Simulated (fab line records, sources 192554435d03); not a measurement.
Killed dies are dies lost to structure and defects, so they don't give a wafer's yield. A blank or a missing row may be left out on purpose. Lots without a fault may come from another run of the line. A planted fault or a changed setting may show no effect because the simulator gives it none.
Split-lot experiment | flow n5_finfet | 7 lots, 21 wafers read, on a route of 1938 steps

THE SPLIT
At N5_BEOL_M0_CUTY_COAT_51 (resist thk 150 nm), the setting spin_rpm was moved away from the recipe's 1500 rpm on 8 of the 21 wafers read, by -3.0% to +10.0%. The other wafers ran this setting at the recipe's value.

FROM THE SPLIT TO THE READING: what the file shows between them, 3 steps
- N5_BEOL_M0_CUTY_EBR_52
- N5_BEOL_M0_CUTY_SOFTBAKE_53: time 60 s
- N5_BEOL_M0_CUTY_DESCUM_61: chemistry O2, time 7.9 s

THE READING
CAR-ArF-block_of_BEOL_M0_CUTY_COAT_51.thk_nm (the simulator's own value, which no gauge read), in nm, at N5_BEOL_M0_CUTY_ETCH_62 (etches SiARC in CF4, time 58.5 s). The file gives no usual value for it. The 13 wafers here that ran the recipe average 118.8 nm, standard deviation 0.43 nm.

wafer  | tool, chamber at the split | spin_rpm as run, rpm | against the recipe | CAR-ArF-block_of_BEOL_M0_CUTY_COAT_51.thk_nm, nm | against lot-mates on the recipe
L077.3 | litho_track-03, 0          | 1500                 | recipe             | 118.4                                            | -
L077.4 | litho_track-03, 0          | 1500                 | recipe             | 118.4                                            | -
L077.6 | litho_track-03, 0          | 1500                 | recipe             | 118.6                                            | -
L074.1 | litho_track-04, 0          | 1609                 | +7.3%              | 113.2                                            | no lot-mate on the recipe
L074.5 | litho_track-04, 0          | 1609                 | +7.3%              | 113.2                                            | no lot-mate on the recipe
L074.3 | litho_track-04, 0          | 1609                 | +7.3%              | 113                                              | no lot-mate on the recipe
L081.4 | litho_track-03, 0          | 1500                 | recipe             | 119.4                                            | -
L081.5 | litho_track-03, 0          | 1650                 | +10.0%             | 112.2                                            | -7.0
L081.6 | litho_track-03, 0          | 1500                 | recipe             | 119                                              | -
L083.2 | litho_track-04, 0          | 1455                 | -3.0%              | 121.4                                            | +2.4
L083.3 | litho_track-04, 0          | 1500                 | recipe             | 119                                              | -
L083.6 | litho_track-04, 0          | 1500                 | recipe             | 119                                              | -
L087.1 | litho_track-03, 0          | 1500                 | recipe             | 119.4                                            | -
L087.4 | litho_track-03, 0          | 1500                 | recipe             | 119.4                                            | -
L087.3 | litho_track-03, 0          | 1628                 | +8.5%              | 113.4                                            | -6.0
L093.2 | litho_track-04, 0          | 1500                 | recipe             | 118.4                                            | -
L093.6 | litho_track-04, 0          | 1500                 | recipe             | 118.4                                            | -
L093.4 | litho_track-04, 0          | 1500                 | recipe             | 118.2                                            | -
L096.3 | litho_track-04, 0          | 1457                 | -2.9%              | 120.4                                            | +2.0
L096.4 | litho_track-04, 0          | 1457                 | -2.9%              | 120                                              | +1.6
L096.6 | litho_track-04, 0          | 1500                 | recipe             | 118.4                                            | -

THE FIT
A straight line over all 21 wafers: CAR-ArF-block_of_BEOL_M0_CUTY_COAT_51.thk_nm changes by -0.697 nm for each +1% of spin_rpm; r = -0.98; the points scatter about the line by 0.5 nm.
The same after taking each lot's own level away (the mean of its wafers on the recipe; 18 wafers): -0.699 nm for each +1%; r = -1.00; scatter 0.16 nm.
On that fit, the largest move of spin_rpm shifts the reading by 7 nm.
The lots' own levels span 118.33 to 119.40 nm, that is 2.5 times the standard deviation above.
So the lot-to-lot level changes the slope little: the two slopes agree.
Check: with one of the wafers moved furthest among these (+10.0%) left out of the fit, the line predicts -7 nm for it against its lot-mates. It came out at -7 nm against them.

OTHER SPLITS ON THESE WAFERS
These wafers also went through other splits before the reading. Each is held against what the fit with the lots' levels taken away leaves over:
other split on the same wafers            | wafers away from the commonest value | r with CAR-ArF-block_of_BEOL_M0_CUTY_COAT_51.thk_nm (lot level and that fit taken away)
N5_MOL_CONTACT_COAG_COAT_62 spin_rpm      | 5                                    | +0.23
N5_BEOL_M0_SAQP_SPACER1_ALD_98 ald_cycles | 10                                   | +0.30
N5_BEOL_M0_SAQP_ETCH_107 bias_w           | 6                                    | +0.44

THE WHOLE CHAIN: every reading that the file lists as answering this split, in the file's order
step                    | what it does                     | reading                                                                                       | change (the file's fit)               | r (the file's)
N5_BEOL_M0_CUTY_COAT_51 | resist thk 150 nm                | CAR-ArF-block_of_BEOL_M0_CUTY_COAT_51.thk_nm (the simulator's own value, which no gauge read) | -0.707 nm for each +1% of the setting | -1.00
N5_BEOL_M0_CUTY_ETCH_62 | etches SiARC in CF4, time 58.5 s | CAR-ArF-block_of_BEOL_M0_CUTY_COAT_51.thk_nm (the simulator's own value, which no gauge read) | -0.703 nm for each +1% of the setting | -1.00

THE FILE'S OWN FIT
CAR-ArF-block_of_BEOL_M0_CUTY_COAT_51.thk_nm changes by -0.703 nm for each +1% of spin_rpm, r = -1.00.
